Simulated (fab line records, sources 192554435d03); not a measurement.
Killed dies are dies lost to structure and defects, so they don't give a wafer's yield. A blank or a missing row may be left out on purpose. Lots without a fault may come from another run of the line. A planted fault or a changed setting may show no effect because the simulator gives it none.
Chamber matching | flow n5_finfet | N5_BEOL_M1_ALD_98 on ald_sin-02: 4 sister chambers
The step deposits SiO2, target thk 2.5 nm, pulse time 1 s, co reactant pulse time 1 s. 4 wafers are shown with their chamber, then 7 later ones without.

WAFERS WITH THEIR CHAMBER
wafer  | chamber | heater_power_w (W)
L089.5 | 0       | 83
L091.1 | 3       | 65
L092.2 | 1       | 71
L092.4 | 2       | 87

WAFERS WITHOUT THEIR CHAMBER
wafer  | heater_power_w (W)
L092.6 | 83
L087.1 | 81
L087.2 | 73
L087.3 | 63
L097.1 | 86
L097.3 | 84
L097.6 | 71

WHICH CHAMBER EACH WENT THROUGH
wafer  | from the rows above     | in truth
L092.6 | 0                       | 0
L087.1 | 0                       | 0
L087.2 | 1                       | 1
L087.3 | 3                       | 3
L097.1 | can't be placed: 2 or 0 | 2
L097.3 | can't be placed: 0 or 2 | 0
L097.6 | 1                       | 1
Placed correctly: 5 of 7. Can't be placed from these rows: 2 (the true chamber is among the candidates in 2). Placed wrongly: 0.
How it was worked out, from the rows above alone: a wafer's distance from a chamber is the root of the sum, over the readings, of the square of ((its reading less the chamber's mean) divided by the reading's scatter). The wafer belongs to the nearest chamber; if the next one is less than 2 further off, it can't be placed. A chamber's mean is the mean of its shown wafers. The scatter: with one shown wafer a chamber, the root of the mean of the squares of how far each hidden wafer lies from its nearest shown one.
